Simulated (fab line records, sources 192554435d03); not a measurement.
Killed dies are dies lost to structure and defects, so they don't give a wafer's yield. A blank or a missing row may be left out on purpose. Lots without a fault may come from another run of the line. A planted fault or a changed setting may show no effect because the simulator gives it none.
fab line records | flow n5_finfet
record lots=22 wafers=66 last_day=17
route steps=1938 shown BEOL_M2@877 BEOL_M3@948
lots that met no fault: from a run of the same line without faults
start_h: hours from the record's first day to the start of the lot's first wafer shown | wait_h: hours since the lot's step before | " the same as in the row above | L1.1+2: a row that stands for several wafers | - no value, or no start given | * or withheld: withheld | < > ~ a bound
route shown NAME@n: a module of which the file shows steps, and the number in the route of the first | usual: mean/standard deviation of fault-free wafers | same: alike in all rows | chamber/n: place in a boat | sites: the reading at each site | _std_site: their standard deviation | _edge_site: outer sites' mean less inner sites' | radius_mm: how far each site lies from the wafer's centre | mask NAME#n: copy n | behind: the tool/chamber that last shaped the wafer | hold: why the lot was held/for how many hours/how that ended | device: the transistor (n, p or np) that didn't switch | end of line: the same wafers' tests at the end of the route | a step without rows: its recipe alone | killed: dies lost to structure and defects at the first sort, not the wafer's yield | map: a wafer's dies, x killed, . not, _ none there
set.NAME: the setting as run; set.NAME@STEP: as run at that earlier step | model.NAME: the simulator's own value behind a step, which no gauge read
steps of the route over a sample of lots; a table a step, a row a wafer
services: from which hour (start_h, from the record's first day; less than 0 if before it) a tool's chamber was out of use, for how many hours, and why
## steps
# step N5_BEOL_M2_OVL_MEAS_29
# recipe points_per_wafer=522
# usual V1_OVL=0.2/0.64
# columns lot.wafer tool chamber start_h wait_h V1_OVL[nm]
L074.4 overlay-01 0 130.53 0.0 -0.4
L074.5 " 0 " " -0.1
L074.6 " 0 " " -0.4
L076.1 overlay-02 0 148.40 0.0 1.2
L076.3 " 0 " " 1.0
L076.5 " 0 " " 0.8
L077.1 overlay-02 0 149.82 0.0 0.8
L077.2 " 0 " " 0.0
L077.5 " 0 " " 0.3
L078.1 overlay-02 0 157.91 0.0 0.1
L078.3 " 0 " " -1.2
L078.5 " 0 " " -0.5
L079.2 overlay-02 0 161.83 0.0 -0.1
L079.4 " 0 " " 0.8
L079.5 " 0 " " 0.7
L080.1 overlay-02 0 166.69 0.0 -0.2
L080.4 " 0 " " 0.6
L080.6 " 0 " " -0.4
L081.3 overlay-02 0 177.02 0.0 0.3
L081.4 " 0 " " 0.3
L081.5 " 0 " " 1.2
L082.2 overlay-02 0 183.51 0.0 0.8
L082.3 " 0 " " 0.3
L082.6 " 0 " " 1.3
L083.3 overlay-01 0 197.86 0.0 0.6
L083.4 " 0 " " -0.3
L083.5 " 0 " " -0.3
L084.4 overlay-01 0 201.02 0.0 0.4
L084.5 " 0 " " 0.3
L084.6 " 0 " " -0.3
L085.2 overlay-02 0 201.79 0.0 -0.2
L085.4 " 0 " " -0.4
L085.5 " 0 " " -0.5
L086.1 overlay-02 0 204.60 0.0 0.7
L086.2 " 0 " " 0.6
L086.6 " 0 " " -0.3
L087.1 overlay-02 0 204.94 0.0 -1.2
L087.2 " 0 " " -0.4
L087.3 " 0 " " -1.1
L088.1 overlay-01 0 220.83 0.0 0.0
L088.4 " 0 " " 1.1
L088.5 " 0 " " 0.8
L089.1 overlay-02 0 226.06 0.0 0.4
L089.3 " 0 " " 0.2
L089.6 " 0 " " 0.4
L090.3 overlay-01 0 233.13 0.0 2.0
L090.4 " 0 " " 1.5
L090.6 " 0 " " 1.0
L091.1 overlay-01 0 236.94 0.0 -0.5
L091.2 " 0 " " -0.3
L091.6 " 0 " " 0.7
L092.1 overlay-02 0 253.40 0.0 0.5
L092.2 " 0 " " 0.5
L092.3 " 0 " " 0.4
L094.1 overlay-01 0 256.06 0.0 0.4
L094.4 " 0 " " 0.5
L094.6 " 0 " " -0.1
L095.1 overlay-01 0 259.52 0.0 0.6
L095.4 " 0 " " 1.2
L095.5 " 0 " " 0.1
L097.2 overlay-02 0 270.57 0.0 0.2
L097.3 " 0 " " -0.3
L097.6 " 0 " " -0.6
L096.3 overlay-02 0 279.28 0.0 0.8
L096.4 " 0 " " 1.1
L096.6 " 0 " " 1.0
# step N5_BEOL_M2_INSPECT_30
# recipe mode=adi inspect_instrument=brightfield
# usual raw_defect_count=462/120
# columns lot.wafer tool chamber start_h wait_h raw_defect_count
L074.4 defect_inspect-01 - 130.57 0.0 386
L074.5 " - " " 456
L074.6 " - " " 422
L076.1 defect_inspect-01 - 148.45 0.1 323
L076.3 " - " " 308
L076.5 " - " " 331
L077.1 defect_inspect-02 - 149.88 0.1 405
L077.2 " - " " 659
L077.5 " - " " 461
L078.1 defect_inspect-01 - 157.96 0.1 431
L078.3 " - " " 398
L078.5 " - " " 406
L079.2 defect_inspect-01 - 161.88 0.0 577
L079.4 " - " " 561
L079.5 " - " " 408
L080.1 defect_inspect-02 - 166.75 0.1 408
L080.4 " - " " 349
L080.6 " - " " 387
L081.3 defect_inspect-02 - 177.07 0.0 788
L081.4 " - " " 505
L081.5 " - " " 672
L082.2 defect_inspect-02 - 183.56 0.0 354
L082.3 " - " " 268
L082.6 " - " " 346
L083.3 defect_inspect-02 - 197.91 0.0 356
L083.4 " - " " 333
L083.5 " - " " 414
L084.4 defect_inspect-01 - 201.07 0.0 433
L084.5 " - " " 408
L084.6 " - " " 561
L085.2 defect_inspect-02 - 201.84 0.0 583
L085.4 " - " " 590
L085.5 " - " " 373
L086.1 defect_inspect-02 - 204.66 0.1 412
L086.2 " - " " 563
L086.6 " - " " 590
L087.1 defect_inspect-02 - 205.00 0.1 346
L087.2 " - " " 330
L087.3 " - " " 427
L088.1 defect_inspect-01 - 220.89 0.1 282
L088.4 " - " " 480
L088.5 " - " " 263
L089.1 defect_inspect-02 - 226.12 0.1 567
L089.3 " - " " 500
L089.6 " - " " 481
L090.3 defect_inspect-01 - 233.18 0.0 374
L090.4 " - " " 258
L090.6 " - " " 329
L091.1 defect_inspect-01 - 237.00 0.1 712
L091.2 " - " " 515
L091.6 " - " " 457
L092.1 defect_inspect-01 - 253.45 0.1 491
L092.2 " - " " 640
L092.3 " - " " 476
L094.1 defect_inspect-01 - 256.11 0.1 460
L094.4 " - " " 477
L094.6 " - " " 252
L095.1 defect_inspect-02 - 259.58 0.1 796
L095.4 " - " " 674
L095.5 " - " " 671
L097.2 defect_inspect-02 - 270.63 0.0 443
L097.3 " - " " 461
L097.6 " - " " 516
L096.3 defect_inspect-02 - 279.32 0.0 447
L096.4 " - " " 427
L096.6 " - " " 411
# step N5_BEOL_M2_ETCH_69
# recipe chemistry=CF4 target=SiARC target_depth_a=156 mask_material=CAR-EUV time_s=26 ion_energy_ev=80 pressure_mtorr=40 source_w=545 bias_w=36 Ar_flow_sccm=100 cf4_flow_sccm=100 ends=cleared
# usual drypump_motor_current_A=5.8/0.35 etch_rf_on_time_s=25.9/0.4 oes_product_au=0.66/0.07 rf_fwd_power_W=531.4/1.6 rf_vpp_V=184.2/1.1 showerhead_plenum_p_Torr=2.16/0.062 throttle_valve_pct=15.68/0.28
# columns lot.wafer tool chamber start_h wait_h drypump_motor_current_A etch_rf_on_time_s oes_product_au rf_fwd_power_W rf_hours_counter_h rf_vpp_V showerhead_plenum_p_Torr throttle_valve_pct
L074.4 rie_diel-04 3 130.98 0.0 6.2 25.5 0.66 534.1 - 183.7 2.14 15.89
L074.5 " 1 " " 6.4 26.0 0.59 532.1 - 183.8 2.21 15.95
L074.6 " 0 " " 6.3 26.2 0.61 532.9 - 185.9 2.21 15.72
L076.1 rie_diel-05 0 148.71 0.0 5.6 25.6 0.75 532.1 28 185.7 2.27 15.28
L076.3 " 3 " " 5.8 25.2 0.74 529.7 43 183.8 2.09 15.43
L076.5 " 1 " " 5.5 26.2 0.60 530.9 - 184.4 2.22 15.70
L077.1 rie_diel-04 1 149.96 0.0 6.5 26.0 0.59 530.1 236 184.6 2.20 15.97
L077.2 " 0 " " 6.3 26.1 0.61 529.3 218 185.5 2.20 15.74
L077.5 " 0 " " 6.3 25.9 0.62 531.2 - 184.8 2.20 15.71
L078.1 rie_diel-05 3 158.09 0.0 5.8 25.2 0.74 531.7 46 184.3 2.09 15.45
L078.3 " 1 " " 5.5 26.1 0.61 528.7 179 184.3 2.21 15.71
L078.5 " 3 " " 5.8 25.5 0.73 532.8 - 183.0 2.09 15.43
L079.2 rie_diel-04 3 161.96 0.0 6.3 25.7 0.65 533.2 171 185.2 2.14 15.92
L079.4 " 1 " " 6.5 25.8 0.59 533.9 239 184.0 2.20 15.97
L079.5 " 2 " " 6.1 26.4 0.65 530.6 - 182.8 2.14 15.95
L080.1 rie_diel-03 2 166.84 0.0 5.8 25.9 0.76 529.7 45 185.8 2.26 15.26
L080.4 " 1 " " 5.4 25.5 0.65 528.2 161 181.8 2.05 15.21
L080.6 " 0 " " 5.6 26.3 0.58 532.2 - 184.1 2.20 15.88
L081.3 rie_diel-05 0 177.15 0.0 5.6 25.4 0.74 531.5 38 184.7 2.27 15.29
L081.4 " 3 " " 5.8 25.5 0.72 531.2 52 184.2 2.09 15.45
L081.5 " 0 " " 5.6 25.5 0.74 530.3 - 185.9 2.27 15.28
L082.2 rie_diel-04 1 183.65 0.0 6.4 25.8 0.58 532.6 245 184.1 2.20 15.99
L082.3 " 2 " " 6.0 26.3 0.64 532.9 164 183.2 2.13 15.96
L082.6 " 1 " " 6.5 26.0 0.58 530.1 - 184.5 2.20 15.99
L083.3 rie_diel-05 2 198.00 0.0 5.5 25.7 0.72 529.1 58 185.1 2.17 15.47
L083.4 " 3 " " 5.8 25.4 0.71 531.7 59 184.3 2.09 15.47
L083.5 " 1 " " 5.5 26.1 0.60 531.1 - 185.6 2.21 15.74
L084.4 rie_diel-04 0 201.18 0.0 6.2 25.7 0.60 535.6 - 184.8 2.20 15.75
L084.5 " 2 " " 6.1 26.3 0.63 528.1 - 183.8 2.13 16.01
L084.6 " 3 " " 6.2 25.4 0.65 531.2 - 184.1 2.13 15.95
L085.2 rie_diel-03 3 202.01 0.0 5.5 26.9 0.61 530.0 187 182.4 2.13 15.96
L085.4 " 0 " " 5.7 26.6 0.57 532.3 240 184.4 2.19 15.91
L085.5 " 0 " " 5.7 26.6 0.58 533.3 - 185.2 2.19 15.91
L086.1 rie_diel-03 3 204.76 0.0 5.5 26.3 0.61 532.0 188 185.0 2.13 15.95
L086.2 " 1 " " 5.4 25.5 0.64 531.3 175 183.4 2.05 15.23
L086.6 " 3 " " 5.5 26.1 0.61 532.5 - 185.5 2.13 15.94
L087.1 rie_diel-03 1 205.09 0.0 5.4 25.4 0.64 530.8 175 182.2 2.05 15.23
L087.2 " 2 " " 5.7 25.4 0.75 532.8 56 185.5 2.26 15.28
L087.3 " 3 " " 5.5 26.0 0.61 530.5 188 183.2 2.13 15.94
L088.1 rie_diel-04 2 220.97 0.0 6.1 26.4 0.63 532.9 179 184.3 2.13 16.00
L088.4 " 1 " " 6.5 25.4 0.84 529.9 3 184.8 2.20 15.53
L088.5 " 3 " " 6.2 25.8 0.63 535.3 - 184.2 2.13 15.96
L089.1 rie_diel-03 0 226.20 0.0 5.6 26.5 0.57 533.4 248 183.6 2.19 15.93
L089.3 " 3 " " 5.5 26.4 0.61 531.6 195 183.9 2.13 15.95
L089.6 " 2 " " 5.8 26.1 0.73 532.4 - 185.4 2.25 15.32
L090.3 rie_diel-03 3 233.26 0.0 5.5 26.2 0.61 534.8 198 184.5 2.12 15.98
L090.4 " 3 " " 5.5 26.1 0.61 534.0 - 184.5 2.12 15.98
L090.6 " 2 " " 5.8 26.0 0.73 531.2 - 186.8 2.25 15.32
L091.1 rie_diel-03 2 237.08 0.0 5.7 25.9 0.73 530.0 68 185.1 2.25 15.32
L091.2 " 1 " " 5.4 25.6 0.62 530.1 186 182.6 2.04 15.26
L091.6 " 1 " " 5.4 25.6 0.63 531.6 - 184.4 2.04 15.27
L092.1 rie_diel-03 2 253.54 0.0 5.7 25.7 0.72 533.6 75 184.6 2.25 15.33
L092.2 " 3 " " 5.5 26.3 0.59 533.8 207 183.7 2.12 16.00
L092.3 " 1 " " 5.5 25.7 0.62 532.0 195 183.2 2.04 15.29
L094.1 rie_diel-03 1 256.20 0.0 5.4 25.8 0.61 532.4 195 180.5 2.04 15.29
L094.4 " 0 " " 5.7 25.5 0.85 532.8 4 184.0 2.19 15.46
L094.6 " 3 " " 5.5 26.5 0.60 530.2 - 183.9 2.12 16.00
L095.1 rie_diel-05 2 259.90 0.0 5.5 25.7 0.70 530.8 82 183.7 2.16 15.54
L095.4 " 3 " " 5.8 25.3 0.69 530.8 - 184.5 2.08 15.54
L095.5 " 2 " " 5.5 25.7 0.70 530.7 - 184.2 2.16 15.53
L097.2 rie_diel-05 2 270.71 0.0 5.5 25.8 0.69 530.7 86 185.2 2.16 15.54
L097.3 " 3 " " 5.8 25.2 0.69 529.7 88 182.8 2.08 15.54
L097.6 " 0 " " 5.6 25.4 0.72 530.6 - 185.8 2.26 15.32
L096.3 rie_diel-04 3 279.41 0.0 6.2 26.2 0.62 530.2 216 183.4 2.12 15.99
L096.4 " 1 " " 6.5 25.8 0.77 532.7 27 184.3 2.19 15.56
L096.6 " 3 " " 6.3 26.0 0.62 531.8 - 183.1 2.12 16.00
# step N5_BEOL_M2_ETCH_70
# recipe chemistry=N2/H2 target=SOC target_depth_a=800 overetch_a=240 mask_material=SiARC temp_c=40 time_s=130 ion_energy_ev=200 pressure_mtorr=30 source_w=840 bias_w=150 n2_flow_sccm=200 h2_flow_sccm=200
# usual drypump_motor_current_A=5.72/0.27 oes_product_au=0.57/0.06 rf_fwd_power_W=834.9/2.9 rf_vpp_V=524.6/2.6 showerhead_plenum_p_Torr=2.57/0.086 throttle_valve_pct=17.8/0.3
# columns lot.wafer tool chamber start_h wait_h drypump_motor_current_A oes_product_au rf_fwd_power_W rf_hours_counter_h rf_vpp_V showerhead_plenum_p_Torr throttle_valve_pct
L074.4 rie_diel-04 3 131.24 0.0 6.23 0.56 834.9 - 524.7 2.54 18.1
L074.5 " 0 " " 6.29 0.53 830.4 - 525.4 2.63 17.9
L074.6 " 1 " " 6.48 0.50 834.1 - 527.7 2.62 18.0
L076.1 rie_diel-03 1 148.96 0.0 5.44 0.55 835.5 156 520.8 2.44 17.4
L076.3 " 0 " " 5.64 0.51 835.1 222 525.6 2.62 18.1
L076.5 " 3 " " 5.56 0.54 836.2 - 524.1 2.53 18.1
L077.1 rie_diel-05 3 150.81 0.0 5.84 0.63 835.4 44 521.1 2.47 17.6
L077.2 " 1 " " 5.52 0.53 839.9 176 525.8 2.65 17.9
L077.5 " 3 " " 5.82 0.63 838.2 - 522.8 2.47 17.6
L078.1 rie_diel-03 0 167.30 0.0 5.64 0.51 836.0 228 525.7 2.61 18.1
L078.3 " 1 " " 5.43 0.55 836.7 161 518.6 2.43 17.4
L078.5 " 2 " " 5.74 0.65 833.6 - 529.2 2.69 17.4
L079.2 rie_diel-03 3 168.54 0.0 5.56 0.54 833.1 177 522.1 2.53 18.1
L079.4 " 2 " " 5.76 0.64 832.7 45 529.6 2.69 17.4
L079.5 " 3 " " 5.55 0.54 837.9 - 522.9 2.53 18.1
L080.1 rie_diel-03 3 170.82 0.0 5.54 0.54 836.8 179 523.5 2.53 18.1
L080.4 " 0 " " 5.69 0.51 831.3 230 526.8 2.61 18.1
L080.6 " 2 " " 5.77 0.65 831.3 - 529.2 2.69 17.4
L081.3 rie_diel-05 1 177.94 0.0 5.50 0.53 841.6 185 525.1 2.64 17.9
L081.4 " 2 " " 5.52 0.62 831.1 51 525.2 2.58 17.7
L081.5 " 1 " " 5.48 0.52 838.4 - 526.7 2.64 18.0
L082.2 rie_diel-03 0 190.58 0.0 5.67 0.51 841.1 236 527.3 2.61 18.1
L082.3 " 1 " " 5.40 0.55 833.5 169 520.8 2.43 17.4
L082.6 " 0 " " 5.70 0.50 840.0 - 526.2 2.61 18.1
L083.3 rie_diel-05 2 199.06 0.0 5.48 0.62 834.7 59 524.7 2.57 17.7
L083.4 " 3 " " 5.82 0.61 830.3 59 521.3 2.46 17.6
L083.5 " 2 " " 5.50 0.61 839.2 - 525.4 2.57 17.7
L084.4 rie_diel-04 2 202.82 0.0 6.05 0.55 837.1 - 521.9 2.54 18.3
L084.5 " 0 " " 6.31 0.52 834.4 - 525.4 2.62 18.0
L084.6 " 3 " " 6.23 0.55 837.6 - 522.9 2.53 18.1
L085.2 rie_diel-05 0 203.34 0.0 5.63 0.62 835.5 46 528.2 2.69 17.4
L085.4 " 1 " " 5.50 0.52 839.0 194 528.0 2.64 18.0
L085.5 " 1 " " 5.53 0.52 837.5 - 526.6 2.64 18.0
L086.1 rie_diel-03 2 211.27 0.0 5.75 0.64 830.4 58 527.2 2.68 17.4
L086.2 " 1 " " 5.44 0.54 831.7 176 519.8 2.43 17.5
L086.6 " 2 " " 5.76 0.64 829.4 - 527.3 2.69 17.4
L087.1 rie_diel-04 0 211.31 0.0 6.25 0.52 830.0 239 526.9 2.62 18.0
L087.2 " 3 " " 6.30 0.55 837.7 190 523.7 2.53 18.1
L087.3 " 2 " " 6.07 0.55 835.6 175 525.6 2.54 18.4
L088.1 rie_diel-05 2 221.24 0.0 5.49 0.61 839.7 67 524.9 2.57 17.7
L088.4 " 2 " " 5.51 0.60 837.0 - 524.1 2.57 17.7
L088.5 " 3 " " 5.82 0.61 833.7 - 521.1 2.46 17.6
L089.1 rie_diel-03 1 226.44 0.0 5.46 0.54 836.8 182 521.1 2.43 17.5
L089.3 " 3 " " 5.57 0.52 836.7 195 522.3 2.52 18.1
L089.6 " 0 " " 5.68 0.50 837.4 - 524.8 2.61 18.1
L090.3 rie_diel-05 3 240.83 0.0 5.83 0.60 834.3 75 522.3 2.46 17.7
L090.4 " 1 " " 5.51 0.51 840.4 207 524.7 2.63 18.0
L090.6 " 3 " " 5.84 0.60 832.1 - 524.4 2.46 17.6
L091.1 rie_diel-04 2 248.08 0.0 6.05 0.54 836.2 190 522.8 2.54 18.4
L091.2 " 1 " " 6.37 0.69 834.9 14 527.2 2.60 17.7
L091.6 " 1 " " 6.44 0.68 835.2 - 525.0 2.60 17.7
L092.1 rie_diel-05 2 253.85 0.0 5.51 0.59 832.3 79 523.4 2.56 17.7
L092.2 " 3 " " 5.86 0.59 829.2 81 521.1 2.45 17.6
L092.3 " 0 " " 5.66 0.60 829.7 62 528.5 2.68 17.4
L094.1 rie_diel-03 0 259.72 0.0 5.63 0.72 837.9 5 525.9 2.60 17.7
L094.4 " 1 " " 5.42 0.53 837.3 196 519.4 2.42 17.5
L094.6 " 1 " " 5.42 0.53 832.8 - 521.5 2.42 17.5
L095.1 rie_diel-03 2 261.34 0.0 5.78 0.62 833.7 78 527.1 2.68 17.5
L095.4 " 3 " " 5.51 0.52 836.7 210 525.5 2.52 18.1
L095.5 " 0 " " 5.65 0.72 836.7 - 525.9 2.60 17.7
L097.2 rie_diel-03 3 271.75 0.0 5.53 0.52 836.2 213 523.8 2.52 18.2
L097.3 " 1 " " 5.41 0.53 834.6 200 520.7 2.42 17.5
L097.6 " 2 " " 5.78 0.62 832.5 - 526.7 2.68 17.5
L096.3 rie_diel-03 0 282.03 0.0 5.68 0.69 835.8 12 525.4 2.60 17.7
L096.4 " 1 " " 5.44 0.53 835.6 203 519.7 2.42 17.5
L096.6 " 1 " " 5.42 0.53 837.4 - 520.0 2.42 17.5
# step N5_BEOL_M2_SPUTTER_81
# recipe material=Cu target_thk_a=45 temp_c=-20 chamber_pressure_pa=0.07 power_w=withheld time_s=8.29
# usual throttle_valve_pct=30.0/0.95
# columns lot.wafer tool chamber start_h wait_h throttle_valve_pct
L074.4 pvd_sputter-01 - 132.95 0.1 32.1
L074.5 " - " " 29.8
L074.6 " - " " 30.5
L076.1 pvd_sputter-03 - 151.38 0.1 29.1
L076.3 " - " " 30.4
L076.5 " - " " 30.2
L077.1 pvd_sputter-01 - 152.71 0.1 29.9
L077.2 " - " " 31.9
L077.5 " - " " 30.7
L078.1 pvd_sputter-03 - 169.03 0.1 29.9
L078.3 " - " " 31.7
L078.5 " - " " 29.8
L079.2 pvd_sputter-03 - 171.23 0.1 29.6
L079.4 " - " " 30.0
L079.5 " - " " 29.9
L080.1 pvd_sputter-03 - 173.15 0.1 31.9
L080.4 " - " " 29.4
L080.6 " - " " 29.9
L081.3 pvd_sputter-02 - 180.27 0.1 29.2
L081.4 " - " " 30.0
L081.5 " - " " 29.1
L082.2 pvd_sputter-01 - 192.82 0.1 30.6
L082.3 " - " " 30.0
L082.6 " - " " 29.7
L083.3 pvd_sputter-02 - 201.59 0.1 28.9
L083.4 " - " " 29.2
L083.5 " - " " 29.1
L084.4 pvd_sputter-02 - 204.74 0.1 29.3
L084.5 " - " " 29.0
L084.6 " - " " 29.0
L085.2 pvd_sputter-01 - 205.58 0.1 29.8
L085.4 " - " " 30.1
L085.5 " - " " 32.1
L086.1 pvd_sputter-02 - 213.19 0.1 29.2
L086.2 " - " " 28.8
L086.6 " - " " 29.2
L087.1 pvd_sputter-01 - 213.43 0.1 32.1
L087.2 " - " " 30.3
L087.3 " - " " 30.2
L088.1 pvd_sputter-03 - 222.94 0.1 29.1
L088.4 " - " " 30.2
L088.5 " - " " 29.4
L089.1 pvd_sputter-02 - 228.56 0.1 29.1
L089.3 " - " " 29.2
L089.6 " - " " 29.3
L090.3 pvd_sputter-03 - 243.13 0.1 29.8
L090.4 " - " " 29.7
L090.6 " - " " 31.6
L091.1 pvd_sputter-02 - 249.87 0.1 29.0
L091.2 " - " " 30.2
L091.6 " - " " 28.8
L092.1 pvd_sputter-03 - 255.64 0.1 31.7
L092.2 " - " " 29.6
L092.3 " - " " 30.3
L094.1 pvd_sputter-01 - 261.44 0.1 29.7
L094.4 " - " " 32.0
L094.6 " - " " 30.1
L095.1 pvd_sputter-03 - 263.93 0.1 29.5
L095.4 " - " " 31.7
L095.5 " - " " 29.9
L097.2 pvd_sputter-03 - 274.40 0.1 30.2
L097.3 " - " " 29.7
L097.6 " - " " 29.7
L096.3 pvd_sputter-02 - 284.01 0.1 29.1
L096.4 " - " " 28.7
L096.6 " - " " 29.7
# step N5_BEOL_M3_ETCH_74
# recipe chemistry=N2/H2 target=underlayer target_depth_a=65 mask_material=CAR-EUV time_s=5.2 ion_energy_ev=200 pressure_mtorr=30 source_w=840 bias_w=150 n2_flow_sccm=200 h2_flow_sccm=200 ends=cleared
# usual drypump_motor_current_A=5.7/0.49 etch_rf_on_time_s=5.20/0.079 oes_product_au=0.68/0.076 rf_fwd_power_W=819.3/2.5 rf_vpp_V=523.5/2.5 showerhead_plenum_p_Torr=2.52/0.081 throttle_valve_pct=17.75/0.18
# columns lot.wafer tool chamber start_h wait_h drypump_motor_current_A etch_rf_on_time_s oes_product_au rf_fwd_power_W rf_hours_counter_h rf_vpp_V showerhead_plenum_p_Torr throttle_valve_pct
L074.4 rie_diel-02 0 136.39 0.0 5.9 5.21 0.62 817.4 - 523.3 2.52 17.90
L074.5 " 0 " " 6.0 5.24 0.61 818.7 - 524.6 2.52 17.89
L074.6 " 3 " " 5.6 5.23 0.61 822.8 - 525.6 2.64 17.97
L076.1 rie_diel-02 0 155.93 0.0 5.9 5.22 0.61 820.3 213 521.5 2.52 17.91
L076.3 " 3 " " 5.6 5.33 0.58 816.5 200 526.6 2.64 17.98
L076.5 " 2 " " 6.0 5.13 0.83 820.3 - 522.6 2.49 17.69
L077.1 rie_diel-06 3 156.93 0.0 5.9 5.03 0.75 816.1 44 520.6 2.48 17.56
L077.2 " 0 " " 5.8 5.02 0.83 821.3 5 524.1 2.49 17.43
L077.5 " 1 " " 6.6 5.22 0.76 823.8 - 527.3 2.69 17.81
L078.1 rie_diel-06 2 172.94 0.0 5.7 5.31 0.60 817.9 214 521.8 2.52 17.70
L078.3 " 0 " " 5.8 5.07 0.82 822.6 10 522.6 2.49 17.44
L078.5 " 2 " " 5.7 5.30 0.59 816.8 - 522.3 2.52 17.68
L079.2 rie_diel-01 1 175.75 0.0 5.8 5.25 0.65 817.7 148 523.2 2.44 17.56
L079.4 " 3 " " 4.7 5.25 0.70 816.7 90 522.2 2.47 17.64
L079.5 " 1 " " 5.8 5.27 0.65 821.2 - 521.4 2.44 17.58
L080.1 rie_diel-01 0 177.67 0.0 5.7 5.18 0.64 819.4 148 527.2 2.65 18.12
L080.4 " 3 " " 4.7 5.17 0.69 817.5 91 521.7 2.47 17.62
L080.6 " 1 " " 5.8 5.20 0.64 814.8 - 521.6 2.44 17.60
L081.3 rie_diel-02 1 184.43 0.0 6.0 5.05 0.82 820.2 5 522.1 2.49 17.60
L081.4 " 0 " " 5.9 5.15 0.61 817.9 222 523.5 2.51 17.91
L081.5 " 3 " " 5.6 5.15 0.59 820.4 - 527.1 2.63 17.97
L082.2 rie_diel-06 3 196.82 0.0 5.9 5.13 0.73 818.8 58 522.4 2.47 17.59
L082.3 " 1 " " 6.6 5.25 0.73 816.6 56 528.6 2.68 17.84
L082.6 " 3 " " 5.9 5.13 0.72 818.6 - 521.8 2.47 17.60
L083.3 rie_diel-02 2 205.59 0.0 6.0 5.17 0.79 818.1 22 521.6 2.48 17.72
L083.4 " 1 " " 6.0 5.20 0.80 819.6 11 523.1 2.49 17.60
L083.5 " 0 " " 5.9 5.20 0.60 816.5 - 523.1 2.51 17.94
L084.4 rie_diel-06 0 208.73 0.0 5.8 5.11 0.80 824.0 21 523.0 2.49 17.46
L084.5 " 1 " " 6.6 5.20 0.74 817.7 - 530.0 2.68 17.83
L084.6 " 0 " " 5.8 5.10 0.80 822.2 - 523.1 2.49 17.47
L085.2 rie_diel-06 1 209.81 0.0 6.6 5.32 0.73 820.9 60 526.4 2.68 17.86
L085.4 " 3 " " 5.9 5.22 0.72 816.8 61 522.8 2.47 17.60
L085.5 " 0 " " 5.8 5.15 0.80 822.3 - 523.0 2.48 17.45
L086.1 rie_diel-01 2 218.98 0.0 4.9 5.11 0.69 817.9 83 521.7 2.47 17.67
L086.2 " 3 " " 4.7 5.22 0.69 822.1 102 521.2 2.46 17.67
L086.6 " 2 " " 5.0 5.14 0.68 819.6 - 522.7 2.47 17.68
L087.1 rie_diel-06 0 219.07 0.0 5.8 5.05 0.80 816.3 25 521.5 2.48 17.47
L087.2 " 2 " " 5.6 5.24 0.59 817.0 230 523.0 2.51 17.75
L087.3 " 3 " " 5.9 5.06 0.73 821.9 65 521.1 2.47 17.60
L088.1 rie_diel-01 2 228.07 0.0 4.9 5.18 0.68 822.0 88 522.5 2.47 17.69
L088.4 " 0 " " 5.7 5.26 0.63 818.4 164 526.5 2.64 18.14
L088.5 " 2 " " 5.0 5.19 0.68 819.1 - 522.4 2.47 17.72
L089.1 rie_diel-06 2 232.50 0.0 5.6 5.31 0.59 819.7 237 522.0 2.51 17.74
L089.3 " 3 " " 5.9 5.07 0.71 819.8 73 523.5 2.47 17.61
L089.6 " 2 " " 5.7 5.28 0.58 819.3 - 521.4 2.51 17.75
L090.3 rie_diel-01 1 246.58 0.0 5.8 5.26 0.62 822.4 169 521.3 2.43 17.60
L090.4 " 2 " " 4.9 5.10 0.68 821.3 94 520.7 2.47 17.71
L090.6 " 2 " " 5.0 5.13 0.68 821.0 - 518.1 2.47 17.69
L091.1 rie_diel-06 0 254.00 0.0 5.8 5.05 0.78 817.4 38 522.5 2.48 17.50
L091.2 " 2 " " 5.7 5.24 0.58 819.5 242 522.1 2.51 17.75
L091.6 " 2 " " 5.7 5.28 0.57 821.8 - 522.3 2.51 17.75
L092.1 rie_diel-06 3 260.54 0.0 5.9 5.17 0.70 821.9 80 523.4 2.46 17.63
L092.2 " 1 " " 6.7 5.27 0.71 816.8 72 525.3 2.68 17.87
L092.3 " 2 " " 5.7 5.32 0.58 818.5 245 522.5 2.51 17.77
L094.1 rie_diel-02 3 266.56 0.0 5.6 5.22 0.59 821.6 229 525.3 2.62 18.03
L094.4 " 0 " " 5.9 5.19 0.59 818.8 244 523.7 2.50 17.94
L094.6 " 0 " " 5.9 5.20 0.60 819.7 - 521.4 2.50 17.94
L095.1 rie_diel-01 1 268.88 0.0 5.8 5.23 0.63 820.3 177 522.3 2.43 17.62
L095.4 " 3 " " 4.7 5.19 0.69 818.4 120 521.6 2.46 17.68
L095.5 " 3 " " 4.7 5.12 0.69 819.5 - 521.9 2.46 17.69
L097.2 rie_diel-01 1 278.82 0.0 5.8 5.24 0.63 817.2 181 518.3 2.43 17.64
L097.3 " 0 " " 5.7 5.27 0.61 812.9 181 525.2 2.64 18.18
L097.6 " 2 " " 4.9 5.19 0.67 817.0 - 525.0 2.46 17.71
L096.3 rie_diel-01 3 287.52 0.0 4.6 5.22 0.67 820.4 126 522.6 2.45 17.73
L096.4 " 0 " " 5.7 5.30 0.61 819.2 184 528.7 2.64 18.19
L096.6 " 1 " " 5.8 5.26 0.62 814.9 - 522.3 2.43 17.65
## services
# columns tool chamber start_h hours kind
rie_diel-03 - 112.50 2.8 repair
rie_diel-06 0 115.84 5.3 repair
rie_diel-04 2 116.92 6.0 repair
rie_diel-06 1 128.14 16.7 repair
pvd_sputter-03 - 131.77 0.5 repair
rie_diel-02 2 132.32 6.3 repair
pvd_sputter-03 - 135.06 2.9 repair
rie_diel-06 2 142.69 23.3 repair
rie_diel-04 1 198.07 - clean
rie_diel-04 1 198.07 - consumable_replace:focus_ring
rie_diel-04 1 198.07 16.8 scheduled_down
rie_diel-04 1 198.07 16.8 vent_cycle
rie_diel-02 - 215.56 14.6 pm
rie_diel-05 0 219.57 8.4 repair
rie_diel-03 0 230.47 - clean
rie_diel-03 0 230.47 - consumable_replace:focus_ring
rie_diel-03 0 230.47 17.0 scheduled_down
rie_diel-03 0 230.47 17.0 vent_cycle
rie_diel-01 - 231.04 0.4 repair
rie_diel-05 2 241.26 2.6 repair
rie_diel-05 0 255.58 11.1 repair
rie_diel-04 0 266.18 6.3 repair
rie_diel-06 - 276.05 14.6 pm
rie_diel-02 - 279.98 0.2 repair
## key
fault none
